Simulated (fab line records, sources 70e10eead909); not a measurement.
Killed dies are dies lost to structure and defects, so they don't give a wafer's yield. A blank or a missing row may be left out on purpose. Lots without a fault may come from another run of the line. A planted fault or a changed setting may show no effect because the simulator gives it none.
Chamber matching | flow nand_harc | NHARC_A_STAIRCASE_ETCH_444 on rie_diel-04: 4 sister chambers
The step etches the open film in C4F8/O2, target depth 10200 nm, time 3400 s. 16 wafers are shown with their chamber, then 8 later ones without.

WAFERS WITH THEIR CHAMBER
wafer  | chamber | rf_vpp_V (V) | oes_product_au (a.u.)
L077.1 | 3       | 810          | 0.945
L077.3 | 2       | 803          | 0.938
L077.5 | 0       | 800          | 0.966
L082.3 | 3       | 811          | 0.927
L082.4 | 1       | 802          | 0.928
L082.6 | 1       | 802          | 0.926
L085.1 | 2       | 805          | 0.919
L085.3 | 1       | 803          | 0.922
L085.5 | 2       | 804          | 0.928
L087.2 | 0       | 799          | 0.935
L087.3 | 1       | 801          | 0.931
L087.5 | 2       | 803          | 0.923
L084.2 | 0       | 800          | 0.932
L084.3 | 2       | 804          | 0.933
L084.4 | 1       | 803          | 0.931
L089.3 | 1       | 803          | 0.935

SIGNATURES (means of the wafers above)
reading        | chamber 0 | chamber 1 | chamber 2 | chamber 3 | scatter within a chamber
rf_vpp_V       | 799.67    | 802.33    | 803.80    | 810.50    | 0.78
oes_product_au | 0.94433   | 0.92883   | 0.92820   | 0.93600   | 0.01
Rule: a wafer's distance from a chamber is the root of the sum, over the readings, of the square of ((its reading less the chamber's mean) divided by the reading's scatter). The wafer belongs to the nearest chamber; if the next one is less than 2 further off, it can't be placed. The scatter: the root of (the sum of the squares of (reading less its chamber's mean) over the shown wafers, divided by (wafers less chambers)).

WAFERS WITHOUT THEIR CHAMBER
wafer  | rf_vpp_V (V) | oes_product_au (a.u.)
L089.4 | 812          | 0.917
L089.5 | 805          | 0.921
L088.1 | 811          | 0.921
L088.3 | 803          | 0.927
L088.6 | 805          | 0.914
L091.4 | 803          | 0.922
L091.5 | 800          | 0.924
L091.6 | 810          | 0.916

WHICH CHAMBER EACH WENT THROUGH
wafer  | from the rows above     | in truth
L089.4 | 3                       | 3
L089.5 | can't be placed: 2 or 1 | 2
L088.1 | 3                       | 3
L088.3 | can't be placed: 1 or 2 | 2
L088.6 | can't be placed: 2 or 1 | 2
L091.4 | can't be placed: 1 or 2 | 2
L091.5 | can't be placed: 0 or 1 | 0
L091.6 | 3                       | 3
Placed correctly: 3 of 8. Can't be placed from these rows: 5 (the true chamber is among the candidates in 5). Placed wrongly: 0.
